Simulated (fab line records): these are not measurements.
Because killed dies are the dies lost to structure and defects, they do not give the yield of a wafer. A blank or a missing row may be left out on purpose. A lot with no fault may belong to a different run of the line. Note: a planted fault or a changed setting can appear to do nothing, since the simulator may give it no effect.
fab line records + flow n5_finfet + part 2 of 2: steps 5 to 6 of 6
[record]
- lots = 20
- wafers = 60
- last_day = 19
route steps=1938 shown FIN_SAQP@98 FIN_CUT@168
lots that met no fault: from a run of the same line without faults
start_h: the number of hours between the record's first day and the start of the first shown wafer of the lot + wait_h: time in hours since the lot's previous step + " the same as in the row above + L1.1+2: one row covering several wafers at once + - no value present, or no start provided + * or withheld: withheld + < > ~ a bound
route shown NAME@n: a module of which the file shows steps, and the number in the route of the first + usual: average and standard deviation across the fault-free wafers + same: alike in all rows + chamber/n: place in a boat + sites: per-site readings + _std_site: standard deviation across them + _edge_site: the outer-site mean with the inner-site mean subtracted + radius_mm: how far each site lies from the wafer's centre + mask NAME#n: copy n + behind: the last tool/chamber to shape the wafer + hold: why the lot went on hold/how many hours it stayed there/how the hold came to an end + device: the transistor (n, p or np) that didn't switch + end of line: tests of these same wafers at the route's end + a step with no rows: only its recipe + killed: count of dies lost to structure and defects at first sort (not the wafer's yield) + map: shows each die of a wafer: x if killed, . if not, _ if none is there
set.NAME: the setting as run; set.NAME@STEP: as run at that earlier step + model.NAME: the simulator's own value behind a step, which no gauge read
a sample of lots followed through the steps of the route, with each step as a table and each wafer as a row
services: the hour from which a tool's chamber was out of use, counted from the record's first day as start_h (under 0 if before that day), plus the number of hours and why
[[steps]]
[step N5_FIN_SAQP_STRIP_77]
[recipe]
- chemistry = N2/H2
- time_s = 90
- power_w = 100
- temp_c = 40
- pressure_mtorr = 100
- rf_frequency_hz = 6e+07
- bias_power_w = 3
- n2_flow_sccm = 300
- h2_flow_sccm = 300
[usual]
- drypump_motor_current_A = 5.71/0.27
- oes_product_au = 0.79/0.1
- rf_vpp_V = 45.4/0.85
- showerhead_plenum_p_Torr = 3.43/0.11
- throttle_valve_pct = 12.20/0.29
| lot.wafer | tool        | chamber | start_h | wait_h | drypump_motor_current_A | oes_product_au | rf_hours_counter_h | rf_vpp_V | showerhead_plenum_p_Torr | throttle_valve_pct |
|-----------|-------------|---------|---------|--------|-------------------------|----------------|--------------------|----------|--------------------------|--------------------|
| L074.2    | rie_diel-05 | 2       | 27.72   | 0.0    | 6.17                    | 0.93           | 13                 | 45.6     | 3.45                     | 12.11              |
| L074.3    | "           | 3       | "       | "      | 5.92                    | 0.71           | 200                | 45.9     | 3.36                     | 12.54              |
| L074.6    | "           | 0       | "       | "      | 5.57                    | 0.85           | -                  | 45.7     | 3.42                     | 11.77              |
| L075.2    | rie_diel-05 | 0       | 32.21   | 0.0    | 5.63                    | 0.85           | 55                 | 44.7     | 3.42                     | 11.78              |
| L075.3    | "           | 3       | "       | "      | 5.86                    | 0.71           | 202                | 46.2     | 3.36                     | 12.55              |
| L075.5    | "           | 0       | "       | "      | 5.62                    | 0.84           | -                  | 45.1     | 3.42                     | 11.80              |
| L077.3    | rie_diel-04 | 0       | 45.03   | 0.1    | 5.44                    | 0.71           | -                  | 45.0     | 3.36                     | 12.22              |
| L077.5    | "           | 2       | "       | "      | 5.46                    | 0.71           | -                  | 43.9     | 3.25                     | 12.59              |
| L077.6    | "           | 0       | "       | "      | 5.45                    | 0.71           | -                  | 45.0     | 3.36                     | 12.22              |
| L078.1    | rie_diel-05 | 3       | 52.51   | 0.0    | 5.92                    | 0.71           | 204                | 45.5     | 3.36                     | 12.55              |
| L078.2    | "           | 2       | "       | "      | 6.15                    | 0.92           | 22                 | 45.7     | 3.45                     | 12.15              |
| L078.3    | "           | 0       | "       | "      | 5.55                    | 0.84           | 66                 | 45.9     | 3.41                     | 11.83              |
| L079.2    | rie_diel-06 | 3       | 58.68   | 0.0    | 5.29                    | 0.72           | 211                | 44.7     | 3.47                     | 12.20              |
| L079.4    | "           | 1       | "       | "      | 5.63                    | 0.90           | -                  | 45.3     | 3.31                     | 11.96              |
| L079.6    | "           | 3       | "       | "      | 5.29                    | 0.71           | -                  | 44.8     | 3.47                     | 12.22              |
| L080.1    | rie_diel-04 | 0       | 63.36   | 0.0    | 5.42                    | 0.70           | 189                | 45.3     | 3.35                     | 12.25              |
| L080.2    | "           | 3       | "       | "      | 6.03                    | 0.99           | 2                  | 45.3     | 3.61                     | 11.95              |
| L080.6    | "           | 1       | "       | "      | 6.06                    | 0.68           | -                  | 45.5     | 3.47                     | 12.51              |
| L081.2    | rie_diel-04 | 2       | 67.34   | 0.0    | 5.47                    | 0.71           | 179                | 45.0     | 3.24                     | 12.63              |
| L081.3    | "           | 0       | "       | "      | 5.46                    | 0.70           | 191                | 44.3     | 3.35                     | 12.23              |
| L081.5    | "           | 0       | "       | "      | 5.46                    | 0.70           | -                  | 44.0     | 3.35                     | 12.24              |
| L082.4    | rie_diel-05 | 2       | 75.01   | 0.0    | 6.15                    | 0.91           | 32                 | 44.5     | 3.44                     | 12.18              |
| L082.5    | "           | 1       | "       | "      | 5.81                    | 0.69           | -                  | 45.5     | 3.46                     | 12.17              |
| L082.6    | "           | 2       | "       | "      | 6.17                    | 0.91           | -                  | 45.8     | 3.44                     | 12.18              |
| L084.1    | rie_diel-04 | 0       | 86.43   | 0.0    | 5.47                    | 0.70           | 198                | 45.0     | 3.35                     | 12.26              |
| L084.4    | "           | 2       | "       | "      | 5.45                    | 0.70           | 187                | 43.4     | 3.24                     | 12.65              |
| L084.6    | "           | 0       | "       | "      | 5.48                    | 0.69           | -                  | 45.3     | 3.35                     | 12.27              |
| L085.2    | rie_diel-04 | 3       | 95.39   | 0.0    | 6.04                    | 0.94           | 14                 | 46.4     | 3.61                     | 11.98              |
| L085.3    | "           | 1       | "       | "      | 6.08                    | 0.66           | 234                | 47.1     | 3.46                     | 12.54              |
| L085.6    | "           | 3       | "       | "      | 6.04                    | 0.93           | -                  | 45.3     | 3.61                     | 11.98              |
| L086.2    | rie_diel-06 | 1       | 98.64   | 0.0    | 5.64                    | 0.87           | 48                 | 45.5     | 3.31                     | 12.00              |
| L086.3    | "           | 3       | "       | "      | 5.30                    | 0.70           | 224                | 44.7     | 3.47                     | 12.25              |
| L086.4    | "           | 2       | "       | "      | 5.75                    | 0.94           | 10                 | 45.3     | 3.58                     | 11.61              |
| L087.1    | rie_diel-04 | 0       | 105.39  | 0.0    | 5.46                    | 0.68           | 204                | 45.8     | 3.34                     | 12.27              |
| L087.2    | "           | 1       | "       | "      | 6.05                    | 0.66           | 238                | 43.8     | 3.46                     | 12.55              |
| L087.6    | "           | 2       | "       | "      | 5.47                    | 0.70           | -                  | 46.4     | 3.23                     | 12.65              |
| L089.2    | rie_diel-04 | 3       | 116.20  | 0.0    | 6.05                    | 0.92           | 20                 | 44.7     | 3.60                     | 11.99              |
| L089.4    | "           | 2       | "       | "      | 5.47                    | 0.70           | 196                | 46.3     | 3.23                     | 12.66              |
| L089.5    | "           | 2       | "       | "      | 5.47                    | 0.69           | -                  | 45.2     | 3.23                     | 12.65              |
| L090.2    | rie_diel-05 | 0       | 123.01  | 0.0    | 5.62                    | 0.81           | 93                 | 46.3     | 3.40                     | 11.89              |
| L090.3    | "           | 3       | "       | "      | 5.91                    | 0.69           | 232                | 45.7     | 3.34                     | 12.61              |
| L090.4    | "           | 0       | "       | "      | 5.60                    | 0.81           | -                  | 46.1     | 3.40                     | 11.90              |
| L092.4    | rie_diel-05 | 3       | 135.85  | 0.0    | 5.90                    | 0.68           | -                  | 44.6     | 3.34                     | 12.63              |
| L092.5    | "           | 0       | "       | "      | 5.59                    | 0.80           | -                  | 45.8     | 3.40                     | 11.91              |
| L092.6    | "           | 2       | "       | "      | 6.18                    | 0.86           | -                  | 43.9     | 3.43                     | 12.24              |
| L093.1    | rie_diel-06 | 2       | 141.48  | 0.0    | 5.77                    | 0.89           | 26                 | 47.5     | 3.57                     | 11.63              |
| L093.2    | "           | 3       | "       | "      | 5.29                    | 0.69           | 239                | 45.7     | 3.46                     | 12.26              |
| L093.4    | "           | 1       | "       | "      | 5.61                    | 0.84           | 65                 | 43.9     | 3.30                     | 12.04              |
| L094.1    | rie_diel-05 | 2       | 146.39  | 0.0    | 6.19                    | 0.85           | 60                 | 45.7     | 3.43                     | 12.25              |
| L094.2    | "           | 3       | "       | "      | 5.93                    | 0.68           | 242                | 44.3     | 3.34                     | 12.63              |
| L094.3    | "           | 0       | "       | "      | 5.58                    | 0.80           | 103                | 45.9     | 3.39                     | 11.92              |
| L095.1    | rie_diel-06 | 2       | 151.88  | 0.0    | 5.78                    | 0.90           | 30                 | 44.6     | 3.57                     | 11.66              |
| L095.4    | "           | 0       | "       | "      | 5.59                    | 0.88           | 43                 | 46.8     | 3.59                     | 12.11              |
| L095.5    | "           | 0       | "       | "      | 5.58                    | 0.87           | -                  | 45.3     | 3.59                     | 12.11              |
| L096.3    | rie_diel-06 | 1       | 159.44  | 0.0    | 5.63                    | 0.84           | 72                 | 46.0     | 3.29                     | 12.07              |
| L096.5    | "           | 2       | "       | "      | 5.76                    | 0.89           | -                  | 45.4     | 3.57                     | 11.68              |
| L096.6    | "           | 3       | "       | "      | 5.27                    | 0.69           | -                  | 44.6     | 3.45                     | 12.30              |
| L097.1    | rie_diel-06 | 3       | 164.59  | 0.0    | 5.26                    | 0.69           | 247                | 45.5     | 3.45                     | 12.29              |
| L097.5    | "           | 1       | "       | "      | 5.63                    | 0.84           | -                  | 46.4     | 3.29                     | 12.06              |
| L097.6    | "           | 0       | "       | "      | 5.59                    | 0.87           | -                  | 45.9     | 3.59                     | 12.13              |
[step N5_FIN_CUT_ETCH_20]
[recipe]
- chemistry = CF4
- target = SiARC
- target_depth_a = 260
- mask_material = CAR-EUV
- time_s = 43.3
- ion_energy_ev = 80
- pressure_mtorr = 40
- source_w = 545
- bias_w = 36
- Ar_flow_sccm = 100
- cf4_flow_sccm = 100
- ends = cleared
[usual]
- drypump_motor_current_A = 5.7/0.37
- etch_rf_on_time_s = 43.0/0.88
- oes_product_au = 0.65/0.044
- rf_vpp_V = 184.0/1.2
- showerhead_plenum_p_Torr = 2.13/0.061
- throttle_valve_pct = 15.81/0.2
| lot.wafer | tool        | chamber | start_h | wait_h | drypump_motor_current_A | etch_rf_on_time_s | oes_product_au | rf_hours_counter_h | rf_vpp_V | showerhead_plenum_p_Torr | throttle_valve_pct |
|-----------|-------------|---------|---------|--------|-------------------------|-------------------|----------------|--------------------|----------|--------------------------|--------------------|
| L074.2    | rie_diel-01 | 2       | 28.76   | 0.0    | 5.5                     | 41.9              | 0.67           | 122                | 186.6    | 2.23                     | 15.92              |
| L074.3    | "           | 1       | "       | "      | 6.0                     | 44.1              | 0.66           | 140                | 183.9    | 2.14                     | 15.76              |
| L074.6    | "           | 3       | "       | "      | 6.4                     | 42.1              | 0.66           | -                  | 182.2    | 2.06                     | 15.64              |
| L075.2    | rie_diel-03 | 0       | 33.26   | 0.0    | 5.4                     | 42.1              | 0.68           | 134                | 183.5    | 2.15                     | 15.62              |
| L075.3    | "           | 1       | "       | "      | 5.9                     | 42.1              | 0.63           | 210                | 182.4    | 2.03                     | 15.94              |
| L075.5    | "           | 3       | "       | "      | 5.5                     | 43.4              | 0.66           | -                  | 185.5    | 2.15                     | 15.91              |
| L077.3    | rie_diel-02 | 2       | 45.95   | 0.0    | 5.7                     | 42.3              | 0.65           | 156                | 183.7    | 2.15                     | 15.92              |
| L077.5    | "           | 1       | "       | "      | 5.6                     | 44.6              | 0.64           | -                  | 183.9    | 2.23                     | 15.71              |
| L077.6    | "           | 2       | "       | "      | 5.7                     | 42.3              | 0.64           | -                  | 184.1    | 2.15                     | 15.90              |
| L078.1    | rie_diel-02 | 0       | 53.45   | 0.0    | 5.8                     | 43.6              | 0.78           | 15                 | 184.3    | 2.11                     | 15.22              |
| L078.2    | "           | 3       | "       | "      | 5.0                     | 43.8              | 0.59           | 237                | 182.6    | 2.04                     | 16.13              |
| L078.3    | "           | 2       | "       | "      | 5.7                     | 42.1              | 0.65           | 159                | 185.1    | 2.15                     | 15.92              |
| L079.2    | rie_diel-02 | 3       | 59.60   | 0.0    | 5.0                     | 43.7              | 0.59           | 238                | 184.6    | 2.04                     | 16.14              |
| L079.4    | "           | 1       | "       | "      | 5.6                     | 44.7              | 0.64           | 149                | 184.6    | 2.22                     | 15.73              |
| L079.6    | "           | 3       | "       | "      | 5.0                     | 44.0              | 0.59           | -                  | 181.1    | 2.04                     | 16.14              |
| L080.1    | rie_diel-01 | 1       | 64.54   | 0.0    | 6.0                     | 44.2              | 0.64           | 150                | 182.8    | 2.14                     | 15.78              |
| L080.2    | "           | 3       | "       | "      | 6.5                     | 42.3              | 0.64           | 147                | 181.7    | 2.06                     | 15.65              |
| L080.6    | "           | 1       | "       | "      | 6.1                     | 44.4              | 0.65           | -                  | 185.1    | 2.14                     | 15.78              |
| L081.2    | rie_diel-03 | 0       | 68.27   | 0.0    | 5.4                     | 42.5              | 0.66           | 144                | 183.9    | 2.15                     | 15.64              |
| L081.3    | "           | 1       | "       | "      | 5.9                     | 41.2              | 0.63           | 221                | 183.4    | 2.02                     | 15.97              |
| L081.5    | "           | 2       | "       | "      | 5.3                     | 41.9              | 0.69           | -                  | 183.7    | 2.15                     | 15.82              |
| L082.4    | rie_diel-01 | 2       | 75.93   | 0.0    | 5.5                     | 42.2              | 0.67           | 136                | 185.8    | 2.22                     | 15.93              |
| L082.5    | "           | 1       | "       | "      | 6.1                     | 43.9              | 0.65           | -                  | 183.5    | 2.14                     | 15.79              |
| L082.6    | "           | 2       | "       | "      | 5.5                     | 42.1              | 0.66           | -                  | 185.0    | 2.22                     | 15.94              |
| L084.1    | rie_diel-01 | 0       | 88.04   | 0.0    | 5.7                     | 42.7              | 0.63           | 157                | 184.2    | 2.15                     | 15.82              |
| L084.4    | "           | 3       | "       | "      | 6.5                     | 42.0              | 0.66           | 154                | 182.7    | 2.05                     | 15.68              |
| L084.6    | "           | 2       | "       | "      | 5.5                     | 42.0              | 0.67           | -                  | 184.8    | 2.22                     | 15.94              |
| L085.2    | rie_diel-02 | 3       | 96.31   | 0.0    | 5.0                     | 43.2              | 0.59           | 249                | 181.4    | 2.04                     | 16.16              |
| L085.3    | "           | 1       | "       | "      | 5.6                     | 44.7              | 0.62           | 160                | 185.4    | 2.22                     | 15.75              |
| L085.6    | "           | 1       | "       | "      | 5.6                     | 44.4              | 0.63           | -                  | 186.3    | 2.22                     | 15.76              |
| L086.2    | rie_diel-03 | 1       | 99.69   | 0.0    | 5.9                     | 42.0              | 0.62           | 232                | 183.1    | 2.02                     | 16.01              |
| L086.3    | "           | 2       | "       | "      | 5.3                     | 41.6              | 0.68           | 119                | 183.7    | 2.14                     | 15.84              |
| L086.4    | "           | 0       | "       | "      | 5.4                     | 42.7              | 0.65           | 154                | 183.5    | 2.14                     | 15.66              |
| L087.1    | rie_diel-02 | 0       | 107.26  | 0.0    | 5.7                     | 43.5              | 0.76           | 30                 | 184.5    | 2.11                     | 15.25              |
| L087.2    | "           | 2       | "       | "      | 5.7                     | 41.3              | 0.64           | 171                | 183.8    | 2.14                     | 15.95              |
| L087.6    | "           | 2       | "       | "      | 5.7                     | 41.5              | 0.65           | -                  | 184.3    | 2.14                     | 15.93              |
| L089.2    | rie_diel-01 | 0       | 117.25  | 0.0    | 5.7                     | 42.8              | 0.63           | 166                | 183.9    | 2.15                     | 15.84              |
| L089.4    | "           | 2       | "       | "      | 5.5                     | 42.2              | 0.65           | 149                | 183.2    | 2.22                     | 15.97              |
| L089.5    | "           | 3       | "       | "      | 6.5                     | 42.0              | 0.65           | -                  | 181.5    | 2.05                     | 15.67              |
| L090.2    | rie_diel-01 | 0       | 124.39  | 0.0    | 5.7                     | 43.5              | 0.63           | 169                | 185.3    | 2.15                     | 15.83              |
| L090.3    | "           | 2       | "       | "      | 5.5                     | 43.1              | 0.64           | 150                | 183.8    | 2.22                     | 15.98              |
| L090.4    | "           | 3       | "       | "      | 6.5                     | 42.7              | 0.64           | 165                | 182.1    | 2.05                     | 15.69              |
| L092.4    | rie_diel-03 | 1       | 136.88  | 0.0    | 5.9                     | 42.5              | 0.60           | 242                | 182.2    | 2.02                     | 16.00              |
| L092.5    | "           | 3       | "       | "      | 5.5                     | 43.9              | 0.64           | -                  | 182.5    | 2.14                     | 15.98              |
| L092.6    | "           | 0       | "       | "      | 5.4                     | 43.1              | 0.65           | -                  | 184.8    | 2.14                     | 15.68              |
| L093.1    | rie_diel-03 | 2       | 142.41  | 0.0    | 5.3                     | 42.6              | 0.66           | 132                | 182.6    | 2.14                     | 15.86              |
| L093.2    | "           | 3       | "       | "      | 5.4                     | 43.8              | 0.64           | 184                | 182.8    | 2.14                     | 15.97              |
| L093.4    | "           | 1       | "       | "      | 5.9                     | 42.1              | 0.60           | 243                | 182.7    | 2.01                     | 16.03              |
| L094.1    | rie_diel-01 | 1       | 147.52  | 0.0    | 6.0                     | 43.5              | 0.64           | 174                | 184.0    | 2.13                     | 15.83              |
| L094.2    | "           | 0       | "       | "      | 5.7                     | 42.8              | 0.62           | 177                | 184.2    | 2.14                     | 15.83              |
| L094.3    | "           | 3       | "       | "      | 6.5                     | 42.1              | 0.63           | 173                | 182.1    | 2.05                     | 15.70              |
| L095.1    | rie_diel-01 | 3       | 153.02  | 0.0    | 6.4                     | 42.5              | 0.63           | 176                | 183.9    | 2.05                     | 15.70              |
| L095.4    | "           | 1       | "       | "      | 6.1                     | 43.6              | 0.64           | -                  | 183.9    | 2.13                     | 15.83              |
| L095.5    | "           | 3       | "       | "      | 6.5                     | 42.1              | 0.63           | -                  | 183.3    | 2.05                     | 15.71              |
| L096.3    | rie_diel-01 | 0       | 160.99  | 0.0    | 5.7                     | 43.5              | 0.62           | 182                | 183.8    | 2.14                     | 15.86              |
| L096.5    | "           | 2       | "       | "      | 5.5                     | 42.6              | 0.64           | -                  | 184.9    | 2.21                     | 16.00              |
| L096.6    | "           | 3       | "       | "      | 6.4                     | 42.6              | 0.63           | -                  | 182.8    | 2.05                     | 15.70              |
| L097.1    | rie_diel-03 | 0       | 165.55  | 0.0    | 5.4                     | 42.6              | 0.64           | 175                | 185.3    | 2.14                     | 15.70              |
| L097.5    | "           | 3       | "       | "      | 5.4                     | 43.4              | 0.63           | -                  | 184.8    | 2.13                     | 16.00              |
| L097.6    | "           | 2       | "       | "      | 5.3                     | 42.3              | 0.66           | -                  | 183.3    | 2.14                     | 15.88              |
[[services]]
| tool        | chamber | start_h | hours | kind   |
|-------------|---------|---------|-------|--------|
| rie_si-06   | 0       | -0.36   | 12.8  | repair |
| rie_diel-06 | 0       | 10.03   | 3.8   | repair |
| rie_diel-05 | 0       | 11.61   | 10.1  | repair |
| rie_diel-01 | -       | 17.80   | 4.0   | pm     |
| rie_diel-06 | -       | 19.24   | 2.8   | pm     |
| rie_si-02   | -       | 22.86   | 15.6  | pm     |
| rie_diel-05 | 1       | 25.53   | 12.9  | repair |
| rie_diel-05 | 2       | 33.92   | 5.1   | repair |
| rie_diel-05 | 3       | 34.05   | 15.0  | repair |
| rie_si-04   | 1       | 36.53   | 6.8   | repair |
| rie_si-02   | 0       | 42.45   | 17.5  | repair |
| rie_diel-04 | 1       | 43.45   | 2.5   | repair |
| rie_diel-04 | -       | 48.49   | 0.8   | repair |
| pecvd-04    | 0       | 49.43   | 5.7   | repair |
| rie_diel-05 | 1       | 51.58   | 5.4   | repair |
| rie_si-06   | -       | 60.23   | 0.9   | repair |
| rie_diel-01 | 1       | 60.30   | 3.8   | repair |
| rie_si-02   | 3       | 62.56   | 3.8   | repair |
| pecvd-04    | -       | 66.74   | 2.8   | pm     |
| rie_diel-05 | 3       | 87.35   | 1.4   | repair |
| rie_si-04   | 1       | 87.74   | 6.0   | repair |
| rie_si-06   | 3       | 117.93  | 1.1   | repair |
| rie_diel-04 | 0       | 120.85  | 5.2   | repair |
| rie_diel-01 | 1       | 129.06  | 5.2   | repair |
